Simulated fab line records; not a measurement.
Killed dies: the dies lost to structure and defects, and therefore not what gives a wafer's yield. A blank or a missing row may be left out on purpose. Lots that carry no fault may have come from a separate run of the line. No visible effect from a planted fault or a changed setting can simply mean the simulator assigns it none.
Which tool did it? | flow n5_finfet | 72 wafers from 24 lots sampled at 4 of the route's 1938 steps

WHAT THE GAUGES SHOWED, per wafer
N5_ZERO_LAYER_CD_MEAS_11 targets a cd of 2000 nm. Usual: 2000.3 nm for cd_nm, sd 1.8.
lot  | measured    | on        | cd_nm (nm)           | flag
L074 | day 1 12:58 | cd_sem-01 | 2000.1 2002.3 2000.9 |
L075 | day 1 18:46 | cd_sem-01 | 2002.6 1998.6 2002.9 |
L076 | day 2 00:40 | cd_sem-03 | 2002.4 2000.4 2000.4 |
L077 | day 2 06:38 | cd_sem-03 | 2000.5 2002.7 1997.2 |
L078 | day 2 12:40 | cd_sem-03 | 2000.7 1999.4 2003.3 |
L079 | day 2 18:40 | cd_sem-03 | 2001.2 1995.4 2000.6 |
L080 | day 3 00:42 | cd_sem-01 | 1999.6 2002.9 2000.5 |
L081 | day 3 06:39 | cd_sem-03 | 1999.9 1999.9 2002.4 |
L082 | day 3 12:38 | cd_sem-01 | 2000.4 2002.5 1997.6 |
L083 | day 3 18:46 | cd_sem-01 | 1996.9 2001.0 2001.6 |
L084 | day 4 00:46 | cd_sem-01 | 2002.1 2002.9 2001.4 |
L085 | day 4 06:40 | cd_sem-02 | 2001.0 2001.2 2003.0 |
L086 | day 4 12:39 | cd_sem-01 | 1999.1 1998.5 2002.3 |
L087 | day 4 18:38 | cd_sem-01 | 2001.9 1998.5 2000.8 |
L088 | day 5 00:38 | cd_sem-02 | 1999.9 2002.1 2001.4 |
L089 | day 5 06:40 | cd_sem-02 | 1999.3 1998.6 2002.1 |
L090 | day 5 12:46 | cd_sem-01 | 2001.6 2001.7 2001.0 |
L091 | day 5 18:46 | cd_sem-02 | 1999.8 2002.0 2001.7 |
L092 | day 6 00:46 | cd_sem-02 | 1998.3 1999.7 1998.9 |
L093 | day 6 06:40 | cd_sem-02 | 1998.3 2001.9 2000.4 |
L094 | day 6 12:46 | cd_sem-02 | 2000.8 2001.5 2002.8 |
L095 | day 6 18:39 | cd_sem-03 | 1997.7 1999.7 2001.5 |
L096 | day 7 00:38 | cd_sem-01 | 1996.2 1998.3 1995.4 |
L097 | day 7 06:38 | cd_sem-01 | 2002.3 2002.6 2000.5 |

N5_WELL_APT_CD_MEAS_25 targets a cd of 200 nm. Usual: 199.9 nm for cd_nm, sd 2.1.
lot  | measured    | on        | cd_nm (nm)        | flag
L074 | day 1 15:16 | cd_sem-02 | 196.8 199.1 198.4 |
L075 | day 1 20:56 | cd_sem-02 | 200.6 199.3 197.1 |
L076 | day 2 02:56 | cd_sem-03 | 198.1 199.5 202.3 |
L077 | day 2 08:41 | cd_sem-02 | 202.8 199.1 199.2 |
L078 | day 2 15:16 | cd_sem-02 | 198.6 197.5 196.4 |
L079 | day 2 20:49 | cd_sem-03 | 200.7 196.5 200.6 |
L080 | day 3 02:59 | cd_sem-02 | 201.5 200.0 203.1 |
L081 | day 3 09:08 | cd_sem-01 | 200.0 196.9 198.8 |
L082 | day 3 15:03 | cd_sem-03 | 201.6 199.9 199.0 |
L083 | day 3 20:57 | cd_sem-01 | 201.5 202.2 201.6 |
L084 | day 4 02:48 | cd_sem-03 | 201.5 200.8 202.6 |
L085 | day 4 08:52 | cd_sem-03 | 202.0 199.1 200.9 |
L086 | day 4 15:00 | cd_sem-02 | 205.3 202.5 204.4 |
L087 | day 4 20:52 | cd_sem-01 | 200.4 205.4 202.0 |
L088 | day 5 02:59 | cd_sem-02 | 201.6 201.8 197.5 |
L089 | day 5 09:11 | cd_sem-02 | 198.3 195.0 195.4 |
L090 | day 5 15:01 | cd_sem-01 | 198.1 202.2 198.8 |
L091 | day 5 20:49 | cd_sem-02 | 198.0 200.4 199.2 |
L092 | day 6 03:19 | cd_sem-03 | 200.5 198.6 198.4 |
L093 | day 6 09:16 | cd_sem-03 | 202.1 201.4 201.9 |
L094 | day 6 15:05 | cd_sem-03 | 198.1 202.6 199.4 |
L095 | day 6 21:14 | cd_sem-02 | 202.4 200.6 202.5 |
L096 | day 7 02:55 | cd_sem-02 | 197.7 198.1 197.5 |
L097 | day 7 08:50 | cd_sem-03 | 199.5 196.1 196.0 |

WHAT TOOL EACH LOT RAN ON (gives the tool, then ch and the chambers of the sampled wafers, and finally the start)
lot  | N5_ZERO_LAYER_DESCUM_16           | N5_WELL_APT_DESCUM_13
L074 | rie_diel-02 ch 0,2,3, day 1 13:00 | rie_diel-06 ch 0,2,3, day 1 14:05
L075 | rie_diel-01 ch 1,2, day 1 18:49   | rie_diel-06 ch 1,2,3, day 1 19:54
L076 | rie_diel-02 ch 0,2,3, day 2 00:42 | rie_diel-03 ch 0,1,3, day 2 01:46
L077 | rie_diel-01 ch 0,2,3, day 2 06:41 | rie_diel-04 ch 0,2,3, day 2 07:39
L078 | rie_diel-05 ch 0,3, day 2 12:58   | rie_diel-04 ch 0,3, day 2 14:04
L079 | rie_diel-01 ch 0,2, day 2 18:46   | rie_diel-06 ch 0,2, day 2 19:47
L080 | rie_diel-02 ch 0,1,3, day 3 00:51 | rie_diel-03 ch 1,2,3, day 3 01:49
L081 | rie_diel-01 ch 0,1,3, day 3 06:41 | rie_diel-06 ch 0,1,2, day 3 08:05
L082 | rie_diel-01 ch 0,1,2, day 3 12:41 | rie_diel-03 ch 2,3, day 3 13:46
L083 | rie_diel-05 ch 0,3, day 3 18:48   | rie_diel-03 ch 1,2,3, day 3 19:55
L084 | rie_diel-02 ch 0,1,2, day 4 00:48 | rie_diel-03 ch 1,3, day 4 01:46
L085 | rie_diel-05 ch 0,1,2, day 4 06:42 | rie_diel-04 ch 0,2,3, day 4 07:40
L086 | rie_diel-01 ch 0,1,2, day 4 12:41 | rie_diel-04 ch 0,1,2, day 4 13:50
L087 | rie_diel-02 ch 0,1,3, day 4 18:41 | rie_diel-06 ch 0,1,2, day 4 19:42
L088 | rie_diel-01 ch 0,1, day 5 00:41   | rie_diel-06 ch 0,1, day 5 01:58
L089 | rie_diel-05 ch 0,2,3, day 5 06:42 | rie_diel-06 ch 0,1,2, day 5 08:01
L090 | rie_diel-05 ch 0,1,3, day 5 12:48 | rie_diel-06 ch 1,2,3, day 5 13:58
L091 | rie_diel-05 ch 0,3, day 5 18:49   | rie_diel-03 ch 0,2, day 5 19:46
L092 | rie_diel-01 ch 0,3, day 6 01:02   | rie_diel-04 ch 2,3, day 6 02:17
L093 | rie_diel-05 ch 0,1,3, day 6 06:58 | rie_diel-04 ch 0,2,3, day 6 08:06
L094 | rie_diel-05 ch 0,1,2, day 6 12:48 | rie_diel-03 ch 2,3, day 6 14:01
L095 | rie_diel-05 ch 0,3, day 6 18:52   | rie_diel-04 ch 0,2, day 6 20:12
L096 | rie_diel-02 ch 0,2,3, day 7 00:47 | rie_diel-06 ch 0,1,2, day 7 01:53
L097 | rie_diel-02 ch 0,2,3, day 7 06:41 | rie_diel-04 ch 1,3, day 7 07:48
- N5_ZERO_LAYER_DESCUM_16: chemistry O2, time 7.9 s.
- N5_WELL_APT_DESCUM_13: chemistry O2, time 7.9 s.

AS READ BY THE TOOLS THEMSELVES (means over the sampled wafers that have a number; for cases with no such wafer, the mark the record gives instead)
N5_ZERO_LAYER_DESCUM_16. Usual: drypump_motor_current_A 5.8 A, standard deviation 0.41; oes_product_au 0.78 a.u., standard deviation 0.069; rf_vpp_V 243.4 V, standard deviation 1.4; showerhead_plenum_p_Torr 2.11 Torr, standard deviation 0.071; throttle_valve_pct 20.46 %, standard deviation 0.2.
lot  | tool        | drypump_motor_current_A (A) | oes_product_au (a.u.) | rf_vpp_V (V) | showerhead_plenum_p_Torr (Torr) | throttle_valve_pct (%) | flag
L074 | rie_diel-02 | 5.5                         | 0.77                  | 242.9        | 2.07                            | 20.27                  |
L075 | rie_diel-01 | 6.1                         | 0.74                  | 244.1        | 2.16                            | 20.44                  |
L076 | rie_diel-02 | 5.5                         | 0.77                  | 242.9        | 2.07                            | 20.27                  |
L077 | rie_diel-01 | 5.7                         | 0.78                  | 244.0        | 2.08                            | 20.53                  |
L078 | rie_diel-05 | 5.7                         | 0.80                  | 244.6        | 2.19                            | 20.45                  |
L079 | rie_diel-01 | 6.0                         | 0.80                  | 242.7        | 2.08                            | 20.62                  |
L080 | rie_diel-02 | 5.9                         | 0.75                  | 243.3        | 2.10                            | 20.37                  |
L081 | rie_diel-01 | 5.8                         | 0.85                  | 242.8        | 2.07                            | 20.48                  |
L082 | rie_diel-01 | 6.1                         | 0.86                  | 244.0        | 2.11                            | 20.44                  |
L083 | rie_diel-05 | 5.8                         | 0.85                  | 244.7        | 2.20                            | 20.41                  |
L084 | rie_diel-02 | 5.6                         | 0.76                  | 243.4        | 2.12                            | 20.27                  |
L085 | rie_diel-05 | 5.7                         | 0.79                  | 244.5        | 2.13                            | 20.50                  |
L086 | rie_diel-01 | 6.1                         | 0.84                  | 244.2        | 2.11                            | 20.46                  |
L087 | rie_diel-02 | 6.0                         | 0.75                  | 243.8        | 2.10                            | 20.39                  |
L088 | rie_diel-01 | 6.2                         | 0.86                  | 242.6        | 2.07                            | 20.57                  |
L089 | rie_diel-05 | 5.7                         | 0.78                  | 244.1        | 2.18                            | 20.40                  |
L090 | rie_diel-05 | 5.7                         | 0.78                  | 243.8        | 2.13                            | 20.58                  |
L091 | rie_diel-05 | 5.8                         | 0.82                  | 245.1        | 2.19                            | 20.44                  |
L092 | rie_diel-01 | 5.3                         | 0.75                  | 240.2        | 2.03                            | 20.63                  |
L093 | rie_diel-05 | 5.7                         | 0.77                  | 243.9        | 2.13                            | 20.59                  |
L094 | rie_diel-05 | 5.7                         | 0.77                  | 244.0        | 2.12                            | 20.51                  |
L095 | rie_diel-05 | 5.8                         | 0.82                  | 244.3        | 2.19                            | 20.44                  |
L096 | rie_diel-02 | 5.6                         | 0.74                  | 241.5        | 2.06                            | 20.33                  |
L097 | rie_diel-02 | 5.5                         | 0.73                  | 242.9        | 2.05                            | 20.34                  |

N5_WELL_APT_DESCUM_13. Usual: drypump_motor_current_A 5.6 A, standard deviation 0.64; oes_product_au 0.80 a.u., standard deviation 0.1; rf_vpp_V 242.4 V, standard deviation 1; showerhead_plenum_p_Torr 2.04 Torr, standard deviation 0.05; throttle_valve_pct 20.48 %, standard deviation 0.2.
lot  | tool        | drypump_motor_current_A (A) | oes_product_au (a.u.) | rf_vpp_V (V) | showerhead_plenum_p_Torr (Torr) | throttle_valve_pct (%) | flag
L074 | rie_diel-06 | 5.8                         | 0.82                  | 242.8        | 2.04                            | 20.52                  |
L075 | rie_diel-06 | 5.7                         | 0.79                  | 242.0        | 2.04                            | 20.53                  |
L076 | rie_diel-03 | 6.0                         | 0.70                  | 242.8        | 2.05                            | 20.69                  |
L077 | rie_diel-04 | 5.6                         | 0.83                  | 242.6        | 2.06                            | 20.47                  |
L078 | rie_diel-04 | 5.6                         | 0.86                  | 242.8        | 2.04                            | 20.43                  |
L079 | rie_diel-06 | 5.3                         | 0.87                  | 242.0        | 2.02                            | 20.36                  |
L080 | rie_diel-03 | 5.9                         | 0.70                  | 241.2        | 2.01                            | 20.51                  |
L081 | rie_diel-06 | 5.1                         | 0.85                  | 242.6        | 2.02                            | 20.36                  |
L082 | rie_diel-03 | 5.4                         | 0.70                  | 241.8        | 2.04                            | 20.49                  |
L083 | rie_diel-03 | 6.0                         | 0.70                  | 242.1        | 2.01                            | 20.52                  |
L084 | rie_diel-03 | 6.6                         | 0.70                  | 241.4        | 1.98                            | 20.54                  |
L085 | rie_diel-04 | 5.7                         | 0.81                  | 242.5        | 2.05                            | 20.49                  |
L086 | rie_diel-04 | 5.8                         | 0.80                  | 242.9        | 2.05                            | 20.38                  |
L087 | rie_diel-06 | 5.1                         | 0.83                  | 242.3        | 2.01                            | 20.38                  |
L088 | rie_diel-06 | 4.9                         | 0.87                  | 242.7        | 2.03                            | 20.31                  |
L089 | rie_diel-06 | 5.1                         | 0.83                  | 241.7        | 2.01                            | 20.38                  |
L090 | rie_diel-06 | 5.6                         | 0.77                  | 242.5        | 2.03                            | 20.56                  |
L091 | rie_diel-03 | 4.9                         | 0.95                  | 243.4        | 2.13                            | 20.44                  |
L092 | rie_diel-04 | 5.7                         | 0.83                  | 242.8        | 2.07                            | 20.64                  |
L093 | rie_diel-04 | 5.6                         | 0.79                  | 242.1        | 2.04                            | 20.52                  |
L094 | rie_diel-03 | 5.9                         | 0.97                  | 244.5        | 2.18                            | 20.07                  |
L095 | rie_diel-04 | 5.6                         | 0.74                  | 241.9        | 2.02                            | 20.41                  |
L096 | rie_diel-06 | 5.2                         | 0.80                  | 242.7        | 2.00                            | 20.41                  |
L097 | rie_diel-04 | 5.8                         | 0.88                  | 242.2        | 2.06                            | 20.59                  |

THE ANSWER, worked out from the rows above alone
Rule: take the mean of a lot's wafers that have a number; if it is more than 3 standard deviations from the usual mean, the lot is off. Also off: a lot with no number at a reading for which 4 or more lots have one. Where the step has rows for the other lots, those lots are counted as sound. The gauges are gone through in route order, then the tools' own readings, and for those a lot's mean is taken as printed above. At the first step where some lot is off, the reading lying furthest off is the one used; lots without a number count as furthest.
Across all readings shown, no lot is off: no conclusion can be drawn from this.

WHAT WAS PUT IN BY THE SIMULATOR
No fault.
